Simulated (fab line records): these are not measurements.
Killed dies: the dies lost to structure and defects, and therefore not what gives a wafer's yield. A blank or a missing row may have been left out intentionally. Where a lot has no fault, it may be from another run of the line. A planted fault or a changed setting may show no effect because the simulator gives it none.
Chamber matching ; flow n5-finfet ; N5_BEOL_M9_ETCH_76 on rie-diel-03 has 4 sister chambers
The step etches underlayer in N2/H2, target depth 6.5 nm, time 5.2 s. 4 wafers are shown with their chamber, then 9 later ones without.

## WAFERS PAIRED WITH THEIR CHAMBERS
wafer;chamber;showerhead-plenum-p-Torr (Torr)
L088.1;3;2.42
L091.1;0;2.34
L091.3;1;2.52
L091.4;2;2.62

## WAFERS WHOSE CHAMBER IS MISSING
wafer;showerhead-plenum-p-Torr (Torr)
L092.1;2.62
L092.3;2.42
L092.6;2.42
L094.2;2.51
L094.3;2.42
L094.6;2.42
L097.1;2.61
L097.2;2.33
L097.5;2.61

## THE CHAMBER EACH PASSED THROUGH
wafer;from the rows above;in truth
L092.1;2;2
L092.3;3;3
L092.6;3;3
L094.2;1;1
L094.3;3;3
L094.6;3;3
L097.1;2;2
L097.2;0;0
L097.5;2;2
Placed correctly: 9 of 9. Left unplaced by these rows: 0. Number placed wrongly: 0.
How it was worked out, from the rows above alone: a wafer's distance from a chamber is the root of the sum, over the readings, of the square of ((its reading less the chamber's mean) divided by the reading's scatter). The wafer belongs to the nearest chamber; if the next one is less than 2 further off, it can't be placed. The mean given for a chamber averages the wafers shown for that chamber. The scatter (one wafer shown for each chamber): square how far every hidden wafer sits from the nearest shown wafer, average those squares and take the square root.
